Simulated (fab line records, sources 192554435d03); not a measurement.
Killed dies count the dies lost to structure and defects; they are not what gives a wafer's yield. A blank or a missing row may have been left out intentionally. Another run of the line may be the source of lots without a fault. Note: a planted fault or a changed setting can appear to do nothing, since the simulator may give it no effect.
Matching of chambers || flow n5-finfet || 3 sister chambers for N5_BEOL_M3_DEP_57 on pecvd-02
The step deposits SiCN from 3MS/NH3, target thk 8 nm, time 14 s. 6 wafers are shown with their chamber, then 12 later ones without.

== WAFERS WITH THEIR CHAMBER ==
{"wafer": "L086.6", "chamber": 2, "showerhead-plenum-p-Torr (Torr)": 3.665, "throttle-valve-pct (%)": 8.4}
{"wafer": "L089.1", "chamber": 2, "showerhead-plenum-p-Torr (Torr)": 3.672, "throttle-valve-pct (%)": 8.4}
{"wafer": "L089.5", "chamber": 1, "showerhead-plenum-p-Torr (Torr)": 3.638, "throttle-valve-pct (%)": 8.3}
{"wafer": "L088.1", "chamber": 0, "showerhead-plenum-p-Torr (Torr)": 3.644, "throttle-valve-pct (%)": 8.8}
{"wafer": "L088.4", "chamber": 0, "showerhead-plenum-p-Torr (Torr)": 3.657, "throttle-valve-pct (%)": 8.7}
{"wafer": "L088.6", "chamber": 1, "showerhead-plenum-p-Torr (Torr)": 3.645, "throttle-valve-pct (%)": 8.4}

== WAFERS WHOSE CHAMBER IS MISSING ==
{"wafer": "L091.2", "showerhead-plenum-p-Torr (Torr)": 3.660, "throttle-valve-pct (%)": 8.5}
{"wafer": "L091.5", "showerhead-plenum-p-Torr (Torr)": 3.670, "throttle-valve-pct (%)": 8.3}
{"wafer": "L091.6", "showerhead-plenum-p-Torr (Torr)": 3.654, "throttle-valve-pct (%)": 8.3}
{"wafer": "L094.1", "showerhead-plenum-p-Torr (Torr)": 3.645, "throttle-valve-pct (%)": 8.2}
{"wafer": "L094.2", "showerhead-plenum-p-Torr (Torr)": 3.672, "throttle-valve-pct (%)": 8.6}
{"wafer": "L094.3", "showerhead-plenum-p-Torr (Torr)": 3.651, "throttle-valve-pct (%)": 8.8}
{"wafer": "L094.4", "showerhead-plenum-p-Torr (Torr)": 3.640, "throttle-valve-pct (%)": 8.4}
{"wafer": "L094.5", "showerhead-plenum-p-Torr (Torr)": 3.653, "throttle-valve-pct (%)": 8.5}
{"wafer": "L094.6", "showerhead-plenum-p-Torr (Torr)": 3.666, "throttle-valve-pct (%)": 8.3}
{"wafer": "L097.1", "showerhead-plenum-p-Torr (Torr)": 3.654, "throttle-valve-pct (%)": 8.6}
{"wafer": "L097.3", "showerhead-plenum-p-Torr (Torr)": 3.658, "throttle-valve-pct (%)": 8.5}
{"wafer": "L097.5", "showerhead-plenum-p-Torr (Torr)": 3.666, "throttle-valve-pct (%)": 8.5}

== THE CHAMBER EACH PASSED THROUGH ==
{"wafer": "L091.2", "from the rows above": "can't be placed: 2 or 1", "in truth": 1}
{"wafer": "L091.5", "from the rows above": 2, "in truth": 2}
{"wafer": "L091.6", "from the rows above": "can't be placed: 1 or 2", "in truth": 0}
{"wafer": "L094.1", "from the rows above": 1, "in truth": 1}
{"wafer": "L094.2", "from the rows above": "can't be placed: 2 or 0", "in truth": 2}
{"wafer": "L094.3", "from the rows above": 0, "in truth": 0}
{"wafer": "L094.4", "from the rows above": 1, "in truth": 1}
{"wafer": "L094.5", "from the rows above": "can't be placed: 2 or 1 or 0", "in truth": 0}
{"wafer": "L094.6", "from the rows above": 2, "in truth": 2}
{"wafer": "L097.1", "from the rows above": "can't be placed: 0 or 2", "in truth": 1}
{"wafer": "L097.3", "from the rows above": "can't be placed: 2 or 1", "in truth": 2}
{"wafer": "L097.5", "from the rows above": 2, "in truth": 2}
Correct placement for 6 of the 12. Can't be placed from these rows: 6 (the true chamber is among the candidates in 4). Placed wrongly: 0.
How it was worked out, from the rows above alone: a wafer's distance from a chamber is the root of the sum, over the readings, of the square of ((its reading less the chamber's mean) divided by the reading's scatter). If the next closest chamber is less than 2 further off than the closest, the wafer can't be placed; otherwise it belongs to the closest. For every chamber, the mean is computed from those of its wafers that are shown. The scatter: the root of (the sum of the squares of (reading less its chamber's mean) over the shown wafers, divided by (wafers less chambers)).
